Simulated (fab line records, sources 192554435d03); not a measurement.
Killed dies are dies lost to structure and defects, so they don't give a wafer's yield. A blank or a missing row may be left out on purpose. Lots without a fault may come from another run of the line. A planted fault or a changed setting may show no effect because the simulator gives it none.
Split-lot experiment | flow n5_finfet | 7 lots, 21 wafers read, on a route of 1938 steps

THE SPLIT
At N5_MOL_CONTACT_COAG_EXPOSE_05 (exposes mask CA, defocus 0 nm), the setting dose_mj was moved away from the recipe's 38.25 on 7 of the 21 wafers read, by -7.0% to +7.2%. The other wafers ran this setting at the recipe's value.

FROM THE SPLIT TO THE READING: what the file shows between them, 2 steps
- N5_MOL_CONTACT_COAG_PEB_06: peb time 60 s
- N5_MOL_CONTACT_COAG_DEVELOP_07: develop time 30 s

THE READING
cd_nm, in nm, at N5_MOL_CONTACT_COAG_CD_MEAS_08 (target cd 28 nm). Fault-free wafers of this fab line usually give 27.94 nm, standard deviation 0.24 nm.

wafer  | tool, chamber at the split | dose_mj as run | against the recipe | cd_nm, nm | against lot-mates on the recipe
L074.1 | euv_scanner-02, 0          | 38.25          | recipe             | 28.25     | -
L074.2 | euv_scanner-02, 0          | 40.4           | +5.6%              | 29.29     | +0.98
L074.3 | euv_scanner-02, 0          | 38.25          | recipe             | 28.37     | -
L076.1 | euv_scanner-01, 0          | 38.25          | recipe             | 27.95     | -
L076.2 | euv_scanner-01, 0          | 39.43          | +3.1%              | 28.86     | +1.02
L076.6 | euv_scanner-01, 0          | 38.25          | recipe             | 27.74     | -
L083.3 | euv_scanner-01, 0          | 41.01          | +7.2%              | 29.65     | +1.80
L083.4 | euv_scanner-01, 0          | 38.25          | recipe             | 27.88     | -
L083.5 | euv_scanner-01, 0          | 38.25          | recipe             | 27.82     | -
L089.1 | euv_scanner-02, 0          | 38.25          | recipe             | 27.86     | -
L089.4 | euv_scanner-02, 0          | 38.25          | recipe             | 28.37     | -
L089.5 | euv_scanner-02, 0          | 38.25          | recipe             | 27.70     | -
L092.1 | euv_scanner-01, 0          | 35.56          | -7.0%              | 26.43     | -1.60
L092.4 | euv_scanner-01, 0          | 35.56          | -7.0%              | 26.40     | -1.63
L092.6 | euv_scanner-01, 0          | 38.25          | recipe             | 28.03     | -
L095.1 | euv_scanner-02, 0          | 38.25          | recipe             | 28.23     | -
L095.3 | euv_scanner-02, 0          | 36.57          | -4.4%              | 26.61     | -1.41
L095.4 | euv_scanner-02, 0          | 38.25          | recipe             | 27.82     | -
L096.2 | euv_scanner-01, 0          | 38.25          | recipe             | 28.02     | -
L096.4 | euv_scanner-01, 0          | 37.12          | -3.0%              | 27.12     | -0.65
L096.5 | euv_scanner-01, 0          | 38.25          | recipe             | 27.52     | -

THE FIT
A straight line over all 21 wafers: cd_nm changes by +0.239 nm for each +1% of dose_mj; r = +0.96; the points scatter about the line by 0.23 nm.
The same after taking each lot's own level away (the mean of its wafers on the recipe; 21 wafers): +0.238 nm for each +1%; r = +0.97; scatter 0.21 nm.
On that fit, the largest move of dose_mj shifts the reading by 1.7 nm.
The lots' own levels span 27.770 to 28.310 nm, that is 2.3 times the standard deviation above.
So the lot-to-lot level changes the slope little: the two slopes agree.
Check: with one of the wafers moved furthest among these (+7.2%) left out of the fit, the line predicts +1.67 nm for it against its lot-mates. It came out at +1.8 nm against them.

OTHER SPLITS ON THESE WAFERS
These wafers also went through other splits before the reading. Each is held against what the fit with the lots' levels taken away leaves over:
other split on the same wafers        | wafers away from the commonest value | r with cd_nm (lot level and that fit taken away)
N5_SD_EPI_P_EPI_21 epi_growth_time_s  | 7                                    | -0.23
N5_HKMG_FIN_COAT_42 spin_rpm          | 7                                    | -0.03
N5_HKMG_FIN_PEB_47 peb_time_s         | 8                                    | +0.09
N5_HKMG_FIN_EXPOSE_09 dose_mj         | 9                                    | +0.15
N5_HKMG_FIN_DEVELOP_11 develop_time_s | 9                                    | +0.07

THE WHOLE CHAIN: every reading that the file lists as answering this split, in the file's order
step                           | what it does                                                        | reading                                                                        | change (the file's fit)               | r (the file's)
N5_MOL_CONTACT_COAG_CD_MEAS_08 | target cd 28 nm                                                     | cd_nm                                                                          | +0.241 nm for each +1% of the setting | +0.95
N5_MOL_CONTACT_COAG_ETCH_59    | etches underlayer in N2/H2, target depth 13 nm, time 10.4 s         | MOL_CONTACT_COAG.cd_offset_nm (the simulator's own value, which no gauge read) | +0.226 nm for each +1% of the setting | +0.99
N5_MOL_CONTACT_COAG_ETCH_106   | etches SOC in N2/H2, target depth 80 nm, overetch 16 nm, time 120 s | MOL_CONTACT_COAG.cd_offset_nm (the simulator's own value, which no gauge read) | +0.212 nm for each +1% of the setting | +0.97

THE FILE'S OWN FIT
cd_nm changes by +0.241 nm for each +1% of dose_mj, r = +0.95.
